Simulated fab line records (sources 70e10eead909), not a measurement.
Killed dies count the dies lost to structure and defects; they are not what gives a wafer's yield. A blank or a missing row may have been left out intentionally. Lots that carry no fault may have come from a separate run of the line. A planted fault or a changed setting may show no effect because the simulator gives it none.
Chamber matching + flow nand_harc + NHARC_A_CHANNEL_HOLE_D2_ETCH_38 on rie_diel-11: 4 sister chambers
The step etches the open film in CF4, target depth 39 nm, time 65 s. 16 wafers are shown with their chamber, then 8 later ones without.

== WAFERS PAIRED WITH THEIR CHAMBERS ==
| wafer  | chamber | showerhead_plenum_p_Torr (Torr) | drypump_motor_current_A (A) | rf_vpp_V (V) |
|--------|---------|---------------------------------|-----------------------------|--------------|
| L075.1 | 1       | 1.71                            | 6.1                         | 148.7        |
| L075.2 | 2       | 1.90                            | 6.0                         | 152.5        |
| L075.5 | 0       | 1.83                            | 6.7                         | 151.4        |
| L079.3 | 3       | 1.88                            | 5.1                         | 153.5        |
| L079.4 | 0       | 1.83                            | 6.6                         | 151.3        |
| L079.6 | 0       | 1.83                            | 6.7                         | 152.2        |
| L080.2 | 3       | 1.88                            | 5.1                         | 152.6        |
| L080.4 | 2       | 1.89                            | 6.0                         | 151.5        |
| L080.5 | 1       | 1.71                            | 6.1                         | 152.1        |
| L084.1 | 1       | 1.71                            | 6.1                         | 151.5        |
| L084.2 | 3       | 1.88                            | 5.1                         | 152.0        |
| L084.3 | 0       | 1.82                            | 6.7                         | 151.7        |
| L085.1 | 3       | 1.88                            | 5.1                         | 152.3        |
| L085.3 | 0       | 1.83                            | 6.7                         | 153.4        |
| L085.6 | 0       | 1.83                            | 6.7                         | 151.4        |
| L088.3 | 3       | 1.88                            | 5.2                         | 153.8        |

SIGNATURES (averages over the wafers above)
| reading                  | chamber 0 | chamber 1 | chamber 2 | chamber 3 | scatter within a chamber |
|--------------------------|-----------|-----------|-----------|-----------|--------------------------|
| showerhead_plenum_p_Torr | 1.8283    | 1.7100    | 1.8950    | 1.8800    | 0.00333                  |
| drypump_motor_current_A  | 6.683     | 6.100     | 6.000     | 5.120     | 0.0369                   |
| rf_vpp_V                 | 151.900   | 150.767   | 152.000   | 152.840   | 1.03                     |
Rule: for each reading, subtract the chamber's mean from the wafer's reading, divide by that reading's scatter and square the result; add these up over the readings and take the root, which gives the wafer's distance from the chamber. The wafer belongs to the nearest chamber; if the next one is less than 2 further off, it can't be placed. The scatter: the root of (the sum of the squares of (reading less its chamber's mean) over the shown wafers, divided by (wafers less chambers)).

== WAFERS WHOSE CHAMBER IS MISSING ==
| wafer  | showerhead_plenum_p_Torr (Torr) | drypump_motor_current_A (A) | rf_vpp_V (V) |
|--------|---------------------------------|-----------------------------|--------------|
| L088.5 | 1.71                            | 6.1                         | 149.7        |
| L088.6 | 1.89                            | 6.0                         | 153.2        |
| L094.1 | 1.82                            | 6.7                         | 150.9        |
| L094.4 | 1.88                            | 5.1                         | 152.4        |
| L094.5 | 1.82                            | 6.6                         | 150.3        |
| L096.4 | 1.82                            | 6.7                         | 151.4        |
| L096.5 | 1.89                            | 6.0                         | 152.6        |
| L096.6 | 1.87                            | 5.1                         | 152.3        |

== WHICH CHAMBER EACH WENT THROUGH ==
| wafer  | from the rows above | in truth |
|--------|---------------------|----------|
| L088.5 | 1                   | 1        |
| L088.6 | 2                   | 2        |
| L094.1 | 0                   | 0        |
| L094.4 | 3                   | 3        |
| L094.5 | 0                   | 0        |
| L096.4 | 0                   | 0        |
| L096.5 | 2                   | 2        |
| L096.6 | 3                   | 3        |
Correctly placed: 8 of 8. Left unplaced by these rows: 0. 0 placed wrongly.
